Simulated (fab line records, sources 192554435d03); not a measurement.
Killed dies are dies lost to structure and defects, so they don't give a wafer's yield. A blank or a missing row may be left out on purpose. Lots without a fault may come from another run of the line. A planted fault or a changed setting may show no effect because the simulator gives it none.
fab line records | flow n5_finfet
record lots=19 wafers=57 last_day=20
route steps=1938 shown BEOL_M7@1300 BEOL_M8@1350
lots that met no fault: from a run of the same line without faults
start_h: hours from the record's first day to the start of the lot's first wafer shown | wait_h: hours since the lot's step before | " the same as in the row above | L1.1+2: a row that stands for several wafers | - no value, or no start given | * or withheld: withheld | < > ~ a bound
route shown NAME@n: a module of which the file shows steps, and the number in the route of the first | usual: mean/standard deviation of fault-free wafers | same: alike in all rows | chamber/n: place in a boat | sites: the reading at each site | _std_site: their standard deviation | _edge_site: outer sites' mean less inner sites' | radius_mm: how far each site lies from the wafer's centre | mask NAME#n: copy n | behind: the tool/chamber that last shaped the wafer | hold: why the lot was held/for how many hours/how that ended | device: the transistor (n, p or np) that didn't switch | end of line: the same wafers' tests at the end of the route | a step without rows: its recipe alone | killed: dies lost to structure and defects at the first sort, not the wafer's yield | map: a wafer's dies, x killed, . not, _ none there
set.NAME: the setting as run; set.NAME@STEP: as run at that earlier step | model.NAME: the simulator's own value behind a step, which no gauge read
steps of the route over a sample of lots; a table a step, a row a wafer
services: from which hour (start_h, from the record's first day; less than 0 if before it) a tool's chamber was out of use, for how many hours, and why
## steps
# step N5_BEOL_M7_ETCH_72
# recipe chemistry=N2/H2 target=underlayer target_depth_a=65 mask_material=CAR-EUV time_s=5.2 ion_energy_ev=200 pressure_mtorr=30 source_w=840 bias_w=150 n2_flow_sccm=200 h2_flow_sccm=200 ends=cleared
# usual chamber_pressure_mTorr=30.00/0.042 drypump_motor_current_A=5.3/0.46 etch_rf_on_time_s=5.21/0.082 oes_product_au=0.65/0.07 rf_vpp_V=525.5/2 showerhead_plenum_p_Torr=2.61/0.061 throttle_valve_pct=17.87/0.22
# columns lot.wafer tool chamber start_h wait_h chamber_pressure_mTorr drypump_motor_current_A etch_rf_on_time_s oes_product_au rf_hours_counter_h rf_vpp_V showerhead_plenum_p_Torr throttle_valve_pct
L075.1 rie_diel-04 0 219.45 0.0 29.95 6.1 5.24 0.83 3 524.8 2.61 17.79
L075.5 " 0 " " 29.99 6.1 5.21 0.84 - 525.4 2.61 17.83
L075.6 " 3 " " 29.94 5.7 5.24 0.64 - 523.6 2.53 17.74
L077.4 rie_diel-01 3 242.35 0.0 29.99 4.7 5.27 0.61 187 527.7 2.64 17.70
L077.5 " 0 " " 29.97 5.5 5.14 0.63 - 526.0 2.65 17.70
L077.6 " 1 " " 29.99 5.8 5.36 0.58 - 526.5 2.61 18.27
L079.3 rie_diel-04 0 247.07 0.0 29.93 6.1 5.28 0.81 11 526.4 2.60 17.81
L079.5 " 0 " " 29.91 6.1 5.25 0.81 - 526.8 2.60 17.81
L079.6 " 2 " " 30.08 5.5 5.38 0.60 - 523.9 2.51 18.00
L078.1 rie_diel-01 0 248.47 0.0 30.01 5.5 5.11 0.64 163 525.2 2.65 17.69
L078.2 " 2 " " 30.03 4.9 5.16 0.63 171 523.2 2.53 17.97
L078.6 " 3 " " 29.99 4.7 5.25 0.62 - 527.0 2.64 17.71
L081.2 rie_diel-01 0 260.53 0.0 29.96 5.5 5.11 0.63 167 522.5 2.64 17.71
L081.5 " 3 " " 29.96 4.6 5.33 0.60 - 525.6 2.63 17.71
L081.6 " 0 " " 29.95 5.5 5.20 0.64 - 529.0 2.64 17.72
L080.3 rie_diel-01 3 268.23 0.0 30.09 4.7 5.31 0.62 196 527.2 2.63 17.70
L080.4 " 2 " " 30.02 5.0 5.18 0.62 - 525.1 2.53 17.99
L080.6 " 0 " " 30.05 5.5 5.12 0.63 - 526.1 2.64 17.73
L085.1 rie_diel-01 3 310.70 0.0 30.03 4.7 5.22 0.62 208 523.7 2.63 17.75
L085.2 " 0 " " 30.08 5.5 5.17 0.62 183 526.6 2.64 17.75
L085.5 " 2 " " 30.00 5.0 5.15 0.62 - 522.4 2.53 18.01
L086.2 rie_diel-02 1 314.50 0.0 30.04 5.1 5.19 0.62 192 527.6 2.63 17.74
L086.4 " 3 " " 30.08 5.5 5.24 0.65 - 525.8 2.67 17.64
L086.6 " 0 " " 30.00 5.0 5.30 0.57 - 524.3 2.62 18.09
L087.2 rie_diel-01 1 314.67 0.0 29.96 5.8 5.05 0.80 12 525.5 2.60 17.89
L087.5 " 1 " " 30.05 5.8 5.02 0.80 - 523.9 2.60 17.88
L087.6 " 2 " " 30.00 5.0 5.14 0.62 - 523.9 2.53 18.02
L088.1 rie_diel-02 2 336.16 0.0 30.02 4.8 5.19 0.68 113 526.5 2.67 18.44
L088.2 " 3 " " 30.00 5.5 5.25 0.66 124 524.2 2.67 17.64
L088.4 " 0 " " 30.01 5.1 5.32 0.55 246 524.9 2.62 18.07
L089.1 rie_diel-01 1 342.07 0.0 29.97 5.8 5.24 0.76 21 526.7 2.60 17.90
L089.2 " 0 " " 30.01 5.5 5.16 0.61 193 526.2 2.63 17.74
L089.6 " 0 " " 29.99 5.5 5.22 0.61 - 528.5 2.63 17.78
L090.2 rie_diel-04 0 356.43 0.0 30.01 6.1 5.27 0.74 44 525.9 2.59 17.86
L090.4 " 1 " " 29.96 6.1 5.22 0.76 27 529.5 2.71 17.55
L090.6 " 1 " " 30.02 6.1 5.26 0.76 - 529.4 2.71 17.59
L094.2 rie_diel-04 0 362.28 0.0 30.02 6.1 5.23 0.75 44 524.8 2.59 17.89
L094.3 " 3 " " 29.94 5.7 5.19 0.62 193 522.5 2.52 17.82
L094.5 " 2 " " 30.01 5.5 5.32 0.57 - 520.8 2.50 18.05
L092.3 rie_diel-02 3 367.94 0.0 30.03 5.5 5.25 0.64 130 524.9 2.66 17.66
L092.4 " 3 " " 30.07 5.5 5.21 0.65 - 528.9 2.66 17.67
L092.5 " 2 " " 30.05 4.8 5.06 0.68 - 530.4 2.67 18.46
L093.1 rie_diel-04 1 371.51 0.0 30.05 6.1 5.11 0.77 31 526.7 2.70 17.56
L093.2 " 0 " " 29.95 6.1 5.20 0.74 47 525.7 2.59 17.88
L093.5 " 0 " " 30.03 6.1 5.17 0.75 - 524.7 2.59 17.89
L091.2 rie_diel-01 0 371.75 0.0 29.95 5.5 5.16 0.61 204 527.1 2.63 17.79
L091.4 " 3 " " 30.02 4.7 5.35 0.59 218 525.6 2.62 17.75
L091.6 " 3 " " 30.02 4.6 5.29 0.60 - 523.6 2.62 17.76
L095.1 rie_diel-02 2 379.32 0.0 29.97 4.9 5.13 0.67 125 526.3 2.66 18.44
L095.4 " 2 " " 29.98 4.8 5.10 0.68 - 526.7 2.66 18.43
L095.5 " 3 " " 29.97 5.5 5.25 0.65 - 526.5 2.66 17.67
L097.1 rie_diel-04 1 383.07 0.0 30.01 6.1 5.22 0.75 35 527.6 2.70 17.58
L097.4 " 1 " " 29.99 6.1 5.16 0.75 - 525.2 2.70 17.58
L097.6 " 0 " " 30.00 6.1 5.23 0.74 - 525.4 2.59 17.90
L096.1 rie_diel-02 0 394.62 0.0 30.03 5.0 5.08 0.83 4 526.3 2.61 17.67
L096.4 " 3 " " 30.01 5.5 5.28 0.64 138 527.2 2.66 17.67
L096.6 " 2 " " 29.98 4.8 5.10 0.67 - 526.1 2.66 18.46
# step N5_BEOL_M7_VIA_ETCH_34
# recipe chemistry=C4F6/O2 target=SiCOH_lowk target_depth_a=1255 mask_material=SOC taper_deg=4 time_s=50.5 ion_energy_ev=250 pressure_mtorr=30 source_w=345 bias_w=185 Ar_flow_sccm=300 C4F6_flow_sccm=10 O2_flow_sccm=10
# usual chamber_pressure_mTorr=30.002/0.022 drypump_motor_current_A=5.3/0.46 oes_o_777_au=0.77/0.077 oes_product_au=0.77/0.083 rf_vpp_V=667/6.3 showerhead_plenum_p_Torr=2.91/0.064 throttle_valve_pct=20.89/0.2
# columns lot.wafer tool chamber start_h wait_h chamber_pressure_mTorr drypump_motor_current_A oes_o_777_au oes_product_au rf_hours_counter_h rf_vpp_V showerhead_plenum_p_Torr throttle_valve_pct
L075.1 rie_diel-04 0 219.60 0.0 30.012 6.1 0.97 0.99 3 679 2.91 20.84
L075.5 " 0 " " 29.991 6.1 0.97 0.99 - 681 2.91 20.84
L075.6 " 3 " " 30.005 5.7 0.78 0.75 - 659 2.84 20.74
L077.4 rie_diel-01 3 242.49 0.0 30.005 4.7 0.72 0.72 187 667 2.95 20.76
L077.5 " 0 " " 30.002 5.5 0.76 0.74 - 672 2.95 20.67
L077.6 " 1 " " 30.011 5.8 0.71 0.69 - 673 2.92 21.20
L079.3 rie_diel-04 0 247.22 0.0 29.987 6.1 0.94 0.95 11 679 2.91 20.86
L079.5 " 0 " " 30.006 6.1 0.94 0.96 - 679 2.91 20.85
L079.6 " 2 " " 30.018 5.5 0.69 0.70 - 668 2.82 21.02
L078.1 rie_diel-01 0 248.61 0.0 30.027 5.5 0.76 0.74 163 669 2.95 20.67
L078.2 " 2 " " 30.012 5.0 0.77 0.75 171 658 2.83 21.01
L078.6 " 3 " " 30.021 4.7 0.72 0.72 - 666 2.95 20.78
L081.2 rie_diel-01 0 260.68 0.0 29.983 5.5 0.75 0.73 168 670 2.95 20.67
L081.5 " 3 " " 30.028 4.6 0.72 0.72 - 667 2.94 20.76
L081.6 " 0 " " 29.987 5.5 0.74 0.73 - 671 2.95 20.68
L080.3 rie_diel-01 3 268.37 0.0 29.988 4.7 0.71 0.72 196 666 2.94 20.78
L080.4 " 2 " " 30.000 5.0 0.76 0.74 - 657 2.83 21.03
L080.6 " 0 " " 30.002 5.5 0.75 0.74 - 671 2.94 20.69
L085.1 rie_diel-01 3 310.84 0.0 29.978 4.6 0.71 0.71 208 666 2.94 20.81
L085.2 " 0 " " 29.971 5.5 0.74 0.73 183 669 2.94 20.70
L085.5 " 2 " " 29.986 5.0 0.75 0.73 - 657 2.83 21.04
L086.2 rie_diel-02 1 314.64 0.0 29.986 5.0 0.73 0.73 192 661 2.95 20.76
L086.4 " 3 " " 29.996 5.5 0.77 0.78 - 670 2.97 20.70
L086.6 " 0 " " 30.046 5.1 0.67 0.66 - 674 2.91 21.07
L087.2 rie_diel-01 1 314.82 0.0 30.031 5.7 0.93 0.92 13 673 2.91 20.87
L087.5 " 1 " " 30.020 5.7 0.93 0.93 - 673 2.91 20.88
L087.6 " 2 " " 30.030 5.0 0.75 0.73 - 656 2.83 21.04
L088.1 rie_diel-02 2 336.31 0.0 29.988 4.8 0.81 0.80 113 665 2.98 21.40
L088.2 " 3 " " 29.973 5.5 0.77 0.77 124 671 2.97 20.71
L088.4 " 0 " " 29.997 5.1 0.67 0.66 246 672 2.91 21.05
L089.1 rie_diel-01 1 342.22 0.0 30.016 5.7 0.90 0.90 21 672 2.91 20.89
L089.2 " 0 " " 29.994 5.5 0.74 0.71 193 671 2.93 20.69
L089.6 " 0 " " 29.982 5.5 0.74 0.72 - 670 2.93 20.71
L090.2 rie_diel-04 0 356.58 0.0 29.982 6.1 0.88 0.89 44 679 2.89 20.91
L090.4 " 1 " " 29.987 6.1 0.88 0.90 27 671 3.02 20.69
L090.6 " 1 " " 30.014 6.1 0.89 0.90 - 671 3.02 20.69
L094.2 rie_diel-04 0 362.43 0.0 30.016 6.1 0.87 0.88 44 679 2.89 20.88
L094.3 " 3 " " 29.990 5.7 0.74 0.71 193 659 2.83 20.80
L094.5 " 2 " " 30.008 5.5 0.67 0.67 - 668 2.80 21.06
L092.3 rie_diel-02 3 368.08 0.0 29.977 5.5 0.76 0.77 130 669 2.97 20.70
L092.4 " 3 " " 29.982 5.5 0.76 0.77 - 668 2.97 20.72
L092.5 " 2 " " 30.031 4.9 0.80 0.79 - 665 2.98 21.40
L093.1 rie_diel-04 1 371.66 0.0 30.000 6.1 0.88 0.89 31 671 3.02 20.70
L093.2 " 0 " " 29.998 6.1 0.86 0.87 47 680 2.89 20.89
L093.5 " 0 " " 30.020 6.1 0.87 0.88 - 678 2.89 20.90
L091.2 rie_diel-01 0 371.90 0.0 29.977 5.5 0.72 0.71 204 670 2.93 20.73
L091.4 " 3 " " 29.995 4.7 0.70 0.70 218 668 2.93 20.81
L091.6 " 3 " " 30.021 4.7 0.69 0.70 - 666 2.93 20.80
L095.1 rie_diel-02 2 379.46 0.0 30.018 4.8 0.80 0.79 125 665 2.97 21.40
L095.4 " 2 " " 30.050 4.9 0.79 0.78 - 665 2.98 21.41
L095.5 " 3 " " 29.987 5.5 0.76 0.76 - 669 2.97 20.72
L097.1 rie_diel-04 1 383.22 0.0 30.000 6.1 0.87 0.88 35 670 3.02 20.72
L097.4 " 1 " " 30.030 6.1 0.87 0.89 - 670 3.02 20.71
L097.6 " 0 " " 30.037 6.1 0.86 0.88 - 679 2.89 20.90
L096.1 rie_diel-02 0 394.76 0.0 30.014 5.0 0.96 0.96 4 672 2.91 20.70
L096.4 " 3 " " 29.966 5.5 0.76 0.76 139 669 2.96 20.73
L096.6 " 2 " " 29.994 4.8 0.80 0.78 - 665 2.97 21.41
# step N5_BEOL_M8_ETCH_62
# recipe chemistry=N2/H2 target=SOC target_depth_a=1100 overetch_a=220 mask_material=SiARC temp_c=40 time_s=165 ion_energy_ev=200 pressure_mtorr=30 source_w=840 bias_w=150 n2_flow_sccm=200 h2_flow_sccm=200
# usual chamber_pressure_mTorr=29.995/0.028 drypump_motor_current_A=5.50/0.21 oes_product_au=0.65/0.063 rf_vpp_V=523.3/2.7 showerhead_plenum_p_Torr=2.52/0.09 temp_c=39.99/0.14 throttle_valve_pct=17.85/0.2
# columns lot.wafer tool chamber start_h wait_h chamber_pressure_mTorr drypump_motor_current_A oes_product_au rf_hours_counter_h rf_vpp_V showerhead_plenum_p_Torr temp_c throttle_valve_pct
L075.1 rie_diel-03 0 226.22 0.0 29.954 5.46 0.61 180 523.4 2.54 40.11 17.77
L075.5 " 0 " " 30.012 5.44 0.62 - 524.4 2.54 39.90 17.77
L075.6 " 3 " " 29.964 5.33 0.71 - 525.2 2.57 39.87 18.00
L077.4 rie_diel-03 0 248.59 0.0 30.013 5.45 0.61 187 522.4 2.53 39.92 17.80
L077.5 " 0 " " 29.987 5.43 0.61 - 523.4 2.53 40.08 17.78
L077.6 " 3 " " 29.996 5.30 0.70 - 525.1 2.57 39.81 18.00
L079.3 rie_diel-05 2 252.96 0.0 30.005 5.91 0.60 223 523.2 2.51 40.34 17.69
L079.5 " 1 " " 30.037 5.56 0.76 - 525.1 2.60 39.94 17.80
L079.6 " 0 " " 30.014 5.12 0.62 - 526.4 2.63 40.04 18.12
L078.1 rie_diel-03 2 254.11 0.0 30.034 5.62 0.62 171 518.4 2.33 40.13 17.85
L078.2 " 3 " " 29.961 5.32 0.70 71 524.5 2.57 40.01 18.01
L078.6 " 3 " " 29.995 5.29 0.70 - 524.0 2.57 40.07 18.02
L081.2 rie_diel-05 2 266.85 0.0 29.984 5.91 0.60 227 524.1 2.51 40.06 17.68
L081.5 " 0 " " 30.002 5.11 0.61 - 527.1 2.63 40.04 18.14
L081.6 " 1 " " 30.004 5.55 0.76 - 525.6 2.60 40.02 17.81
L080.3 rie_diel-03 0 273.79 0.0 29.985 5.45 0.61 194 523.9 2.53 40.05 17.81
L080.4 " 1 " " 29.974 5.44 0.72 71 524.3 2.57 39.80 17.48
L080.6 " 3 " " 29.988 5.28 0.69 - 525.3 2.57 39.99 18.03
L085.1 rie_diel-05 2 316.69 0.0 29.994 5.93 0.59 246 522.5 2.50 39.96 17.74
L085.2 " 1 " " 29.988 5.53 0.73 45 525.8 2.59 39.93 17.85
L085.5 " 2 " " 29.963 5.92 0.59 - 521.9 2.50 39.90 17.72
L086.2 rie_diel-06 0 319.83 0.0 29.992 5.57 0.60 237 517.9 2.39 40.04 18.05
L086.4 " 1 " " 30.024 5.87 0.64 - 525.0 2.55 39.78 17.57
L086.6 " 0 " " 30.054 5.56 0.60 - 520.5 2.39 40.11 18.06
L087.2 rie_diel-06 2 320.75 0.0 30.008 5.28 0.59 234 522.8 2.51 39.99 17.68
L087.5 " 0 " " 30.010 5.54 0.60 - 519.5 2.39 39.88 18.07
L087.6 " 3 " " 29.893 5.34 0.64 - 525.8 2.54 39.95 18.05
L088.1 rie_diel-06 0 341.16 0.0 30.031 5.53 0.58 244 519.7 2.39 39.98 18.08
L088.2 " 1 " " 29.989 5.87 0.63 147 523.5 2.54 40.12 17.59
L088.4 " 2 " " 30.007 5.27 0.58 240 521.6 2.51 39.75 17.69
L089.1 rie_diel-03 2 347.39 0.0 30.005 5.62 0.60 206 517.3 2.31 39.95 17.93
L089.2 " 0 " " 29.972 5.47 0.60 214 523.2 2.52 40.38 17.83
L089.6 " 0 " " 30.000 5.47 0.60 - 522.3 2.52 40.29 17.83
L090.2 rie_diel-05 1 363.75 0.0 30.015 5.53 0.71 62 525.9 2.58 39.89 17.86
L090.4 " 0 " " 29.982 5.13 0.60 - 525.6 2.61 40.07 18.20
L090.6 " 3 " " 29.979 5.62 0.69 - 523.9 2.56 39.85 17.73
L094.2 rie_diel-03 3 369.55 0.0 29.938 5.29 0.67 111 523.8 2.55 39.87 18.07
L094.3 " 0 " " 30.003 5.46 0.59 218 522.3 2.52 39.79 17.83
L094.5 " 2 " " 30.036 5.60 0.59 - 517.4 2.31 39.91 17.95
L092.3 rie_diel-03 3 376.03 0.0 30.026 5.29 0.66 113 525.0 2.55 39.97 18.08
L092.4 " 2 " " 29.986 5.60 0.60 - 517.9 2.31 39.81 17.93
L092.5 " 3 " " 30.011 5.29 0.67 - 525.0 2.55 40.13 18.07
L093.1 rie_diel-06 1 380.26 0.0 29.998 5.87 0.62 162 523.9 2.54 40.15 17.61
L093.2 " 0 " " 30.012 5.53 0.83 1 528.7 2.71 40.00 17.64
L093.5 " 3 " " 29.996 5.29 0.62 - 523.1 2.53 39.91 18.09
L091.2 rie_diel-06 1 380.73 0.0 30.031 5.86 0.62 162 522.3 2.54 39.98 17.61
L091.4 " 0 " " 30.012 5.54 0.83 - 527.9 2.71 40.00 17.65
L091.6 " 3 " " 30.029 5.34 0.63 - 523.8 2.53 40.09 18.11
L095.1 rie_diel-03 3 383.67 0.0 30.032 5.24 0.66 115 525.0 2.55 39.88 18.09
L095.4 " 2 " " 29.989 5.61 0.59 - 516.2 2.31 39.94 17.94
L095.5 " 0 " " 29.997 5.41 0.58 - 523.8 2.52 40.19 17.83
L097.1 rie_diel-06 1 390.01 0.0 29.998 5.89 0.62 166 523.6 2.53 39.98 17.62
L097.4 " 0 " " 29.998 5.52 0.81 - 528.4 2.70 40.10 17.66
L097.6 " 1 " " 30.003 5.88 0.61 - 523.5 2.53 39.78 17.61
L096.1 rie_diel-06 2 403.28 0.0 29.971 5.29 0.84 5 519.5 2.50 40.26 17.31
L096.4 " 1 " " 30.015 5.91 0.61 172 524.6 2.53 40.15 17.64
L096.6 " 1 " " 30.012 5.87 0.60 - 523.4 2.53 40.06 17.63
# step N5_BEOL_M8_VIA_ETCH_34
# recipe chemistry=C4F6/O2 target=SiCOH_lowk target_depth_a=1255 mask_material=SOC taper_deg=4 time_s=50.5 ion_energy_ev=250 pressure_mtorr=30 source_w=345 bias_w=185 Ar_flow_sccm=300 C4F6_flow_sccm=10 O2_flow_sccm=10
# usual chamber_pressure_mTorr=29.997/0.025 drypump_motor_current_A=5.52/0.22 oes_o_777_au=0.79/0.085 oes_product_au=0.79/0.09 rf_vpp_V=668/5.2 showerhead_plenum_p_Torr=2.84/0.091 throttle_valve_pct=20.86/0.23
# columns lot.wafer tool chamber start_h wait_h chamber_pressure_mTorr drypump_motor_current_A oes_o_777_au oes_product_au rf_hours_counter_h rf_vpp_V showerhead_plenum_p_Torr throttle_valve_pct
L075.1 rie_diel-05 1 229.34 0.0 30.034 5.55 0.93 0.93 15 672 2.90 20.77
L075.5 " 3 " " 29.990 5.60 0.88 0.87 - 667 2.89 20.77
L075.6 " 0 " " 30.058 5.12 0.74 0.72 - 662 2.94 21.21
L077.4 rie_diel-03 1 258.47 0.0 30.011 5.46 0.84 0.85 66 673 2.88 20.52
L077.5 " 1 " " 30.033 5.47 0.84 0.84 - 673 2.88 20.51
L077.6 " 2 " " 29.987 5.58 0.71 0.72 - 658 2.62 20.96
L078.1 rie_diel-05 3 260.63 0.0 30.056 5.59 0.87 0.87 59 669 2.89 20.78
L078.2 " 0 " " 29.970 5.11 0.73 0.72 193 661 2.93 21.21
L078.6 " 0 " " 29.996 5.12 0.74 0.72 - 660 2.93 21.23
L079.3 rie_diel-03 3 261.37 0.0 30.019 5.33 0.82 0.82 73 667 2.87 21.11
L079.5 " 3 " " 29.984 5.28 0.82 0.82 - 666 2.87 21.12
L079.6 " 2 " " 29.998 5.61 0.71 0.72 - 656 2.62 20.97
L081.2 rie_diel-06 1 268.73 0.0 30.014 5.87 0.76 0.77 116 667 2.87 20.56
L081.5 " 3 " " 29.983 5.33 0.78 0.77 - 672 2.85 21.04
L081.6 " 0 " " 29.965 5.50 0.71 0.72 - 665 2.71 21.14
L080.3 rie_diel-06 2 275.49 0.0 30.001 5.28 0.70 0.70 226 672 2.82 20.72
L080.4 " 3 " " 30.044 5.29 0.77 0.76 162 672 2.85 21.05
L080.6 " 3 " " 29.972 5.32 0.77 0.76 - 671 2.85 21.06
L085.1 rie_diel-03 1 317.98 0.0 29.965 5.45 0.82 0.83 85 673 2.87 20.54
L085.2 " 2 " " 30.007 5.60 0.70 0.71 192 658 2.61 21.00
L085.5 " 3 " " 30.041 5.27 0.80 0.80 - 666 2.86 21.15
L086.2 rie_diel-05 1 322.13 0.0 29.946 5.49 0.87 0.87 47 671 2.89 20.82
L086.4 " 2 " " 30.060 5.93 0.68 0.68 248 675 2.81 20.86
L086.6 " 1 " " 30.015 5.52 0.87 0.87 - 670 2.89 20.83
L087.2 rie_diel-03 1 322.53 0.0 30.021 5.42 0.82 0.83 87 672 2.87 20.54
L087.5 " 3 " " 30.021 5.34 0.80 0.80 - 667 2.86 21.15
L087.6 " 2 " " 29.985 5.60 0.70 0.71 - 657 2.61 21.00
L088.1 rie_diel-03 0 343.46 0.0 29.984 5.48 0.71 0.69 212 665 2.82 20.92
L088.2 " 3 " " 29.968 5.29 0.78 0.79 105 667 2.86 21.16
L088.4 " 2 " " 30.024 5.60 0.69 0.71 204 658 2.60 21.01
L089.1 rie_diel-03 0 350.82 0.0 29.976 5.44 0.70 0.69 214 665 2.82 20.90
L089.2 " 3 " " 29.973 5.29 0.79 0.78 106 667 2.86 21.18
L089.6 " 0 " " 29.980 5.44 0.70 0.69 - 667 2.82 20.93
L090.2 rie_diel-06 3 368.15 0.0 30.003 5.34 0.74 0.74 193 672 2.83 21.11
L090.4 " 2 " " 30.017 5.27 0.69 0.68 - 673 2.81 20.77
L090.6 " 1 " " 30.025 5.83 0.73 0.73 - 667 2.86 20.62
L094.2 rie_diel-05 3 371.66 0.0 29.983 5.60 0.81 0.81 101 668 2.87 20.85
L094.3 " 1 " " 29.989 5.54 0.84 0.85 65 670 2.88 20.84
L094.5 " 3 " " 29.975 5.60 0.81 0.80 - 668 2.87 20.83
L092.3 rie_diel-06 1 379.59 0.0 29.988 5.87 0.72 0.72 162 667 2.85 20.61
L092.4 " 1 " " 29.995 5.87 0.73 0.72 - 668 2.85 20.61
L092.5 " 0 " " 29.973 5.55 0.96 0.98 - 676 3.03 20.83
L093.1 rie_diel-05 3 381.36 0.0 29.988 5.61 0.81 0.80 105 667 2.87 20.85
L093.2 " 0 " " 30.039 5.12 0.71 0.70 230 660 2.92 21.28
L093.5 " 2 " " 29.962 5.94 0.93 0.96 - 674 2.81 20.51
L091.2 rie_diel-05 1 381.76 0.0 30.015 5.55 0.83 0.84 69 670 2.88 20.85
L091.4 " 2 " " 29.971 5.89 0.93 0.96 6 673 2.81 20.52
L091.6 " 1 " " 29.999 5.58 0.85 0.84 - 671 2.88 20.86
L095.1 rie_diel-06 1 386.60 0.0 30.020 5.85 0.71 0.72 164 666 2.85 20.63
L095.4 " 3 " " 29.986 5.32 0.74 0.74 - 671 2.83 21.12
L095.5 " 0 " " 30.020 5.52 0.95 0.97 - 675 3.03 20.81
L097.1 rie_diel-06 2 394.42 0.0 30.005 5.28 1.01 1.01 2 673 2.81 20.42
L097.4 " 3 " " 30.050 5.34 0.74 0.73 203 672 2.83 21.12
L097.6 " 1 " " 29.976 5.87 0.72 0.72 - 667 2.85 20.64
L096.1 rie_diel-06 2 404.89 0.0 29.989 5.28 0.99 1.00 6 672 2.80 20.41
L096.4 " 1 " " 29.962 5.85 0.71 0.72 172 668 2.85 20.65
L096.6 " 1 " " 29.959 5.85 0.71 0.72 - 668 2.85 20.62
# step N5_BEOL_M8_PRE_CLEAN_45
# recipe gas=H2/He time_s=30 temp_c=250
# usual heater_power_w=314/37
# columns lot.wafer tool chamber start_h wait_h heater_power_w
L075.1 pvd_sputter-02 - 230.34 0.0 281
L075.5 " - " " 296
L075.6 " - " " 355
L077.4 pvd_sputter-01 - 259.43 0.0 362
L077.5 " - " " 349
L077.6 " - " " 303
L078.1 pvd_sputter-02 - 261.45 0.0 314
L078.2 " - " " 291
L078.6 " - " " 350
L079.3 pvd_sputter-01 - 262.31 0.0 298
L079.5 " - " " 296
L079.6 " - " " 298
L081.2 pvd_sputter-01 - 269.54 0.0 304
L081.5 " - " " 294
L081.6 " - " " 309
L080.3 pvd_sputter-01 - 277.83 0.0 306
L080.4 " - " " 298
L080.6 " - " " 352
L085.1 pvd_sputter-02 - 319.40 0.0 310
L085.2 " - " " 307
L085.5 " - " " 311
L086.2 pvd_sputter-02 - 323.06 0.0 351
L086.4 " - " " 281
L086.6 " - " " 355
L087.2 pvd_sputter-01 - 324.24 0.0 297
L087.5 " - " " 351
L087.6 " - " " 315
L088.1 pvd_sputter-03 - 344.27 0.0 316
L088.2 " - " " 404
L088.4 " - " " 278
L089.1 pvd_sputter-03 - 352.04 0.0 245
L089.2 " - " " 274
L089.6 " - " " 281
L090.2 pvd_sputter-03 - 369.26 0.0 400
L090.4 " - " " 306
L090.6 " - " " 413
L094.2 pvd_sputter-02 - 372.95 0.0 307
L094.3 " - " " 285
L094.5 " - " " 279
L092.3 pvd_sputter-02 - 380.72 0.0 350
L092.4 " - " " 318
L092.5 " - " " 355
L093.1 pvd_sputter-01 - 382.31 0.0 310
L093.2 " - " " 303
L093.5 " - " " 299
L091.2 pvd_sputter-02 - 382.61 0.0 322
L091.4 " - " " 288
L091.6 " - " " 349
L095.1 pvd_sputter-03 - 387.96 0.0 406
L095.4 " - " " 323
L095.5 " - " " 317
L097.1 pvd_sputter-03 - 395.29 0.0 279
L097.4 " - " " 395
L097.6 " - " " 408
L096.1 pvd_sputter-03 - 405.92 0.0 245
L096.4 " - " " 310
L096.6 " - " " 311
# step N5_BEOL_M8_SPUTTER_48
# recipe material=Cu target_thk_a=100 temp_c=-20 bias_v=60 power_w=26000 chamber_pressure_pa=0.13 time_s=1.667
# usual throttle_valve_pct=30.2/1.5
# columns lot.wafer tool chamber start_h wait_h throttle_valve_pct
L075.1 pvd_sputter-02 - 230.94 0.1 32.4
L075.5 " - " " 29.1
L075.6 " - " " 29.3
L077.4 pvd_sputter-01 - 260.09 0.1 28.1
L077.5 " - " " 29.6
L077.6 " - " " 28.7
L078.1 pvd_sputter-02 - 262.04 0.1 32.4
L078.2 " - " " 29.6
L078.6 " - " " 29.4
L079.3 pvd_sputter-02 - 263.00 0.1 32.4
L079.5 " - " " 29.6
L079.6 " - " " 28.9
L081.2 pvd_sputter-01 - 270.13 0.1 30.0
L081.5 " - " " 29.4
L081.6 " - " " 32.9
L080.3 pvd_sputter-02 - 278.39 0.1 32.4
L080.4 " - " " 29.6
L080.6 " - " " 29.0
L085.1 pvd_sputter-02 - 320.60 0.2 29.1
L085.2 " - " " 29.4
L085.5 " - " " 29.1
L086.2 pvd_sputter-03 - 323.85 0.2 30.0
L086.4 " - " " 32.6
L086.6 " - " " 29.4
L087.2 pvd_sputter-01 - 325.34 0.2 29.9
L087.5 " - " " 29.7
L087.6 " - " " 28.2
L088.1 pvd_sputter-03 - 346.56 1.5 32.4
L088.2 " - " " 29.4
L088.4 " - " " 29.9
L089.1 pvd_sputter-03 - 353.20 0.1 29.5
L089.2 " - " " 31.1
L089.6 " - " " 29.2
L090.2 pvd_sputter-03 - 371.72 1.6 32.3
L090.4 " - " " 29.6
L090.6 " - " " 29.1
L094.2 pvd_sputter-01 - 374.65 0.9 29.6
L094.3 " - " " 28.4
L094.5 " - " " 29.2
L092.3 pvd_sputter-01 - 381.83 0.1 29.1
L092.4 " - " " 29.7
L092.5 " - " " 29.9
L093.1 pvd_sputter-03 - 383.22 0.1 32.4
L093.2 " - " " 29.3
L093.5 " - " " 32.6
L091.2 pvd_sputter-01 - 383.59 0.1 29.9
L091.4 " - " " 28.4
L091.6 " - " " 29.7
L095.1 pvd_sputter-03 - 389.17 0.1 29.9
L095.4 " - " " 32.4
L095.5 " - " " 30.7
L097.1 pvd_sputter-02 - 396.25 0.1 32.5
L097.4 " - " " 29.2
L097.6 " - " " 29.2
L096.1 pvd_sputter-01 - 408.09 1.4 33.0
L096.4 " - " " 29.4
L096.6 " - " " 28.4
## services
# columns tool chamber start_h hours kind
rie_diel-02 - 195.75 0.3 repair
rie_diel-02 3 210.60 4.7 repair
rie_diel-02 - 249.18 0.2 repair
rie_diel-01 1 251.59 - clean
rie_diel-01 1 251.59 - consumable_replace:focus_ring
rie_diel-06 2 285.04 20.5 repair
rie_diel-03 1 290.99 9.8 repair
rie_diel-01 1 291.76 3.0 repair
rie_diel-02 2 294.86 20.4 repair
rie_diel-05 0 297.70 19.9 repair
rie_diel-06 0 300.01 1.3 repair
rie_diel-06 3 303.75 16.3 repair
rie_diel-06 2 311.68 4.3 repair
rie_diel-06 - 315.30 0.9 repair
rie_diel-05 1 340.08 4.4 repair
rie_diel-05 2 342.03 3.2 repair
rie_diel-01 3 342.61 28.4 repair
rie_diel-01 - 343.93 0.2 repair
rie_diel-02 3 351.99 7.2 repair
rie_diel-03 1 369.64 16.3 repair
rie_diel-05 1 387.25 21.5 repair
rie_diel-06 3 398.74 2.8 repair
rie_diel-04 2 404.85 1.6 repair
rie_diel-02 2 407.57 1.4 repair
## key
fault none
